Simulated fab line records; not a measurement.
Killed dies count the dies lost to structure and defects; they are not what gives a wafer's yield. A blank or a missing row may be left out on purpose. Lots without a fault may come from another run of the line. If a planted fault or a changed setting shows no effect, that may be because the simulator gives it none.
A struck lot beside a sound one    flow n5_finfet    16 steps out of a route of 1938
Sound: wafers L865.2, L865.4, L865.5. Struck: wafer L876.6; the same lot's L876.5 was not struck, so it is left out; see the end for the cause.
Order at every step that has rows: each side's tool, ch and its chambers, its first start. Under that, the readings that differ: sound wafers    struck wafers    difference of the means    sigmas: that difference in standard deviations of wafers without a fault.
alike: readings whose means differ by less than 2 such deviations, and words and numbers that are the same on both sides. not compared: withheld readings, readings that some wafer has no value for, bounds like >300 that may hide the same value, and numbers for which the record gives no deviation and whose values overlap.
Wherever a step has rows on one side only, a row that says differs or no value, or a row with sigmas, the two part there. Numbers that have no deviation but don't overlap get no sigmas and don't part them. Lack of a reading on every wafer of one side parts them only where that side has two or more wafers.

first, 7 steps without rows for these wafers: N5_BEOL_M2_COAT_73 (time 60 s, resist thk 5 nm); N5_BEOL_M2_COAT_05 (resist thk 30 nm); N5_BEOL_M2_EBR_07; N5_BEOL_M2_SOFTBAKE_06 (time 60 s); N5_BEOL_M2_EXPOSE_08 (exposes mask M2); N5_BEOL_M2_PEB_09 (peb time 60 s); N5_BEOL_M2_DEVELOP_10 (develop time 30 s).
N5_BEOL_M2_CD_MEAS_11 targets a cd of 16.79 nm.
  sound on cd_sem-02 ch 0, day 6 19:48; struck on cd_sem-02 ch 0, day 9 19:03
  alike: cd_nm
N5_BEOL_M2_OVL_MEAS_12:
  sound on overlay-02 ch 0, day 6 19:50; struck on overlay-01 ch 0, day 9 19:06
  alike: M2_OVL
N5_BEOL_M2_INSPECT_13: inspects for defects (brightfield).
  sound: defect_inspect-02 at day 6 19:53; struck: defect_inspect-02 at day 9 19:08
reading           sound        struck  difference  sigmas
raw_defect_count  515 329 368  849     +445        +5
N5_BEOL_M2_DESCUM_16: chemistry O2, time 7 s.
  sound on rie_diel-01 ch 0,2,3, day 6 19:59; struck on rie_diel-04 ch 2, day 9 19:16
  alike: drypump_motor_current_A, oes_product_au, rf_vpp_V, showerhead_plenum_p_Torr, throttle_valve_pct
  not compared: rf_hours_counter_h
N5_BEOL_M2_ETCH_74: etches underlayer in N2/H2, target depth 6.5 nm, time 5.2 s.
  sound on rie_diel-01 ch 0,2,3, day 6 20:01; struck on rie_diel-04 ch 2, day 9 19:18
  alike: drypump_motor_current_A, etch_rf_on_time_s, n2_flow_sccm, oes_product_au, rf_vpp_V, showerhead_plenum_p_Torr, throttle_valve_pct
  not compared: rf_hours_counter_h
N5_BEOL_M2_ETCH_63: etches SiARC in CF4, target depth 15.6 nm, time 26 s.
  sound on rie_diel-01 ch 0,2,3, day 6 20:02; struck on rie_diel-04 ch 2, day 9 19:19
reading                sound           struck  difference  sigmas
etch_rf_on_time_s (s)  25.3 26.1 26.5  32.1    +6.1        +13
  alike: cf4_flow_sccm, drypump_motor_current_A, oes_product_au, rf_vpp_V, showerhead_plenum_p_Torr, throttle_valve_pct
  not compared: rf_hours_counter_h
N5_BEOL_M2_ETCH_64: etches SOC in N2/H2, target depth 75 nm, overetch 22.5 nm, time 121.9 s.
  sound on rie_diel-01 ch 0,2,3, day 6 20:04; struck on rie_diel-04 ch 2, day 9 19:23
reading              sound              struck  difference  sigmas
n2_flow_sccm (sccm)  200.9 199.9 200.9  198.7   -1.9        -3
  alike: drypump_motor_current_A, oes_product_au, rf_vpp_V, showerhead_plenum_p_Torr, throttle_valve_pct
  not compared: rf_hours_counter_h
-- the record jumps here: 3 days lie between the struck wafers' starts before and after (it left off in module BEOL_M2 and takes up again in module BEOL_M4, whose first step shown is number 1111 of the route) --
N5_BEOL_M4_RC_MEAS_101:
  sound on prober-01 ch 0, day 9 18:02; struck on prober-02 ch 0, day 12 23:11
  alike: DIBL_N, DIBL_P, IOFF_N, IOFF_P, ION_N, ION_P, SS_N, SS_P, VT_N, VT_P
-- the record jumps here: 5 days lie between the struck wafers' starts before and after (it left off in module BEOL_M4 and takes up again in module PASSIVATION, whose first step shown is number 1936 of the route) --
N5_PASSIVATION_PROBE_49:
  sound: prober-02 at day 13 19:10; struck: prober-02 at day 17 18:03
reading                  sound        struck  difference  sigmas
sort_bin_5_function (%)  5.0 5.7 6.6  3.6     -2.2        -2
  alike: defect_limited_yield, killed_at_M0_to_M3, killed_at_M4_up, killed_at_contacts, killed_at_front_end, killed_at_other, killed_dies, killed_on_rim, killed_open, killed_short, sort_bin_6_memory, sort_bin_8_speed, sort_n_pass, sort_yield_pct

## WHERE THEY PART
First at N5_BEOL_M2_INSPECT_13; last, within this record, at N5_PASSIVATION_PROBE_49.

WHY: whatever the simulator had introduced
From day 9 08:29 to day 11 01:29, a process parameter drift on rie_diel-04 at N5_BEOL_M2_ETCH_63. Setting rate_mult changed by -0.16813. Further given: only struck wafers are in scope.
